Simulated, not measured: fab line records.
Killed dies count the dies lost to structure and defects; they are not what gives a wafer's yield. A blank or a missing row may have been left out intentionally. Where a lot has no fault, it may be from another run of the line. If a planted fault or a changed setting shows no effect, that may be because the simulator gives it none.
What tool caused it?    flow nand_harc    14 lots with 42 wafers sampled at 2 steps, on a route of 1302 steps

== WHAT THE GAUGES SHOWED, per wafer ==
NHARC_P_M1_CD_MEAS_16. Usual: cd_nm reads 130.5 nm (standard deviation 0.9).
lot   measured      on         cd_nm (nm)         flag
L637  day 6 09:06   cd_sem-01  130.2 130.5 129.5  
L638  day 6 14:56   cd_sem-03  130.8 130.3 130.5  
L639  day 7 03:23   cd_sem-02  131.3 130.4 130.8  
L640  day 7 17:48   cd_sem-01  130.4 128.7 131.3  
L641  day 7 23:56   cd_sem-01  130.7 130.6 130.0  
L642  day 8 14:16   cd_sem-01  130.2 129.4 130.7  
L643  day 8 16:34   cd_sem-03  130.5 130.4 130.6  
L645  day 9 23:56   cd_sem-03  130.9 131.8 130.7  
L646  day 10 04:50  cd_sem-03  129.1 130.2 130.6  
L650  day 12 06:49  cd_sem-02  129.5 130.9 130.1  
L653  day 12 19:01  cd_sem-01  130.7 129.4 129.3  
L655  day 13 21:34  cd_sem-01  132.5 131.3 130.9  
L656  day 14 06:06  cd_sem-02  130.0 130.1 129.6  
L660  day 16 00:05  cd_sem-03  130.6 131.5 130.2  

NHARC_P_M1_THK_MEAS_24: measures by xrf. Usual: thk_nm reads 157.6 nm (standard deviation 2).
lot   measured      on             thk_nm (nm)        flag
L637  day 6 11:16   film_metro-02  154.4 156.1 157.1  
L638  day 6 17:04   film_metro-01  154.2 159.7 156.5  
L639  day 7 05:29   film_metro-01  161.0 158.5 158.8  
L640  day 7 19:55   film_metro-02  159.1 157.6 157.6  
L641  day 8 02:04   film_metro-02  158.4 156.3 156.4  
L642  day 8 16:22   film_metro-01  157.1 159.9 158.0  
L643  day 8 18:40   film_metro-02  162.4 156.7 154.7  
L645  day 10 02:03  film_metro-01  157.0 156.9 157.7  
L646  day 10 06:59  film_metro-01  159.3 159.2 159.4  
L650  day 12 08:56  film_metro-02  158.8 159.1 157.2  
L653  day 12 21:10  film_metro-01  156.0 155.1 154.8  
L655  day 13 23:43  film_metro-02  156.6 153.5 155.7  
L656  day 14 08:13  film_metro-02  153.0 154.9 151.0  
L660  day 16 02:13  film_metro-02  157.7 157.4 160.1  

== WHICH TOOL RAN EACH LOT (tool, then ch and the chambers of the sampled wafers, then the start) ==
The record shows no process step preceding these readings.

== WHAT THE TOOLS THEMSELVES READ (means of the sampled wafers that have a number; where no wafer has one, the mark that the record gives instead) ==
The record holds no such reading with a usual standard deviation.

== THE ANSWER, worked out from the rows above alone ==
Rule: lot off if the mean of its wafers having a number is beyond 3 standard deviations from the usual mean. A lot without any number at a reading at which 4 lots or more have one is off too. Where the step has rows for the other lots, those lots are counted as sound. After the gauges, taken in route order, come the tools' own readings; for these a lot's mean is taken, as printed above. At the first step where some lot is off, the reading lying furthest off is the one used; lots without a number count as furthest.
None of the lots is off at any reading shown; this tells nothing.

== WHAT THE SIMULATOR PUT IN ==
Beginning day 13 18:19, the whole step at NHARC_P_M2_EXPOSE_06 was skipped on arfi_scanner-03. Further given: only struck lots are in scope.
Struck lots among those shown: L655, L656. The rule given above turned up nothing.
